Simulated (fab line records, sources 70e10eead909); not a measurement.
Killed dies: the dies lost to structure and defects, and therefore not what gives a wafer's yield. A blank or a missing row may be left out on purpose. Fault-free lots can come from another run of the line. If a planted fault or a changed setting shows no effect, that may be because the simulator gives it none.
Problem report in the 8D (eight disciplines) form, filled by code || flow nand_harc || the parts of the form that need people (team, actions taken, sign-off) are left out

## 1. WHAT WENT WRONG
A mean of 674 is read at NHARC_END_SORT_01 for killed_at_array, taken on 1 wafer of 1 lot, against 61 (standard deviation 26) on wafers free of any fault. Relative to the usual mean, that is a shift of +24 standard deviations.
First observed at day 31 07:01: wafer L962.2, on prober-02. The record has a number at this step for 18 wafers belonging to 6 lots. Rule for "out" (also "out of limits"): further than 4 standard deviations from the usual mean. Any other wafer with a number is counted as sound.

## 2. WHAT IT IS, WHAT IT ISN'T
{"question": "which readings at this step", "is": "killed_at_array, killed_dies", "is not": "killed_at_other, killed_at_periphery, killed_open, killed_short"}
{"question": "which lots", "is": "L962", "is not": "L947, L950, L951, L954, L967"}
{"question": "which wafers of those lots", "is": "L962.2", "is not": "L962.1, L962.4"}
{"question": "read on which gauges", "is": "prober-02", "is not": "prober-01"}
{"question": "when", "is": "from day 31 07:01", "is not": "up to then (13 sound wafers); but 4 sound wafers of L962, L967 came after"}

## 3. WHAT RULES OUT EACH SUSPECT
Counting: any tool at a process step up to the reading remains a suspect provided it ran every lot that is out. Sound lots after the first of them don't rule it out here, since some wafers of a struck lot are sound.
- the gauge at NHARC_END_SORT_01 is ruled out. All the wafers that are out were read on prober-02, but those of them that NHARC_A_SGD_CUT_ETCH_16 has rows for are out there too, on other tools.
- rie_diel-09 at NHARC_A_STAIRCASE_ETCHBACK_157 (etches the open film in CH3F/O2, target depth 90 nm, time 167.14 s): kept. The lot that is out, L962, ran on it at day 25 21:19; the last sound lot it ran before that was L947, at day 18 16:23.
- rie_diel-12 at NHARC_A_SGD_CUT_ETCH_16 (etches the open film in C4F8/O2/Ar, target depth 310.5 nm, time 155.2 s): kept. The lot that is out, L962, ran on it at day 25 23:51; the last sound lot it ran before that was L954, at day 22 19:53. Its own run_length_s readings are out on those wafers.
- rie_diel-12 at NHARC_A_SGD_CUT_STRIP_28 (strips in O2, time 20 s): kept. The lot that is out, L962, ran on it at day 31 06:13; the last sound lot it ran before that was L954, at day 27 18:48. NHARC_A_SGD_CUT_STRIP_28 gives no start for some lots, so the hours and the order of its lots are those of NHARC_END_SORT_01.
- Within rie_diel-09 at NHARC_A_STAIRCASE_ETCHBACK_157: the wafers that are out ran in chamber 2; their sound lot-mates ran in chambers 0, 3.
- Within rie_diel-12 at NHARC_A_SGD_CUT_ETCH_16: the wafers that are out ran in chamber 3; their sound lot-mates ran in chambers 0, 2.
- Within rie_diel-12 at NHARC_A_SGD_CUT_STRIP_28: the wafers that are out ran in chamber 1; their sound lot-mates ran in chambers 2, 3.
Left after counting: rie_diel-09 at NHARC_A_STAIRCASE_ETCHBACK_157, rie_diel-12 at NHARC_A_SGD_CUT_ETCH_16, rie_diel-12 at NHARC_A_SGD_CUT_STRIP_28.

## 4. THE CAUSE (what the simulator had put in)
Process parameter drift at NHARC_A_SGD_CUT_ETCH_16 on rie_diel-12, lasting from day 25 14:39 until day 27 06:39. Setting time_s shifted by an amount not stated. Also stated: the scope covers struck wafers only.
Counting leaves 3 suspects; this tool is one of them.

## 5. THE CHAIN OF EFFECTS, in route order
One row per reading whose mean, taken over the struck wafers that have a number, lies over 3 standard deviations from the usual. Only readings for which the record gives a usual standard deviation are gone through. hours: the time from each lot's start at the first step in this table that gives one to its start at this step, as a median over the lots. sigmas: the change in usual standard deviations.
{"hours": 0, "step": "NHARC_A_SGD_CUT_ETCH_16", "reading": "run_length_s", "usual": "176.7 s", "on struck wafers": 67.1, "change": -109.6, "sigmas": "-99 or more"}
{"hours": 127, "step": "NHARC_END_SORT_01", "reading": "killed_at_array", "usual": 61, "on struck wafers": 674, "change": "+613", "sigmas": "+24"}
{"hours": 127, "step": "NHARC_END_SORT_01", "reading": "killed_dies", "usual": 66, "on struck wafers": 677, "change": "+611", "sigmas": "+24"}
Its process steps:
- NHARC_A_SGD_CUT_ETCH_16: etches the open film in C4F8/O2/Ar, target depth 310.5 nm, time 155.2 s.

## 6. WHAT WOULD HAVE CAUGHT IT SOONER
Counted from the fault's start at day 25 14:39, it took 136 hours until the first out-of-limits reading at a measuring or inspecting step in this record, taken at day 31 07:01.
The tool's own readings at NHARC_A_SGD_CUT_ETCH_16 were out on every struck wafer that the step has a row for (run_length_s): an alarm limit on them would have fired on the first of those.
Each of the lots that are out, 1 in all, had begun NHARC_A_SGD_CUT_ETCH_16 on rie_diel-12 no later than day 31 07:01. Had the tool been put on hold then, not one of them would have been saved.
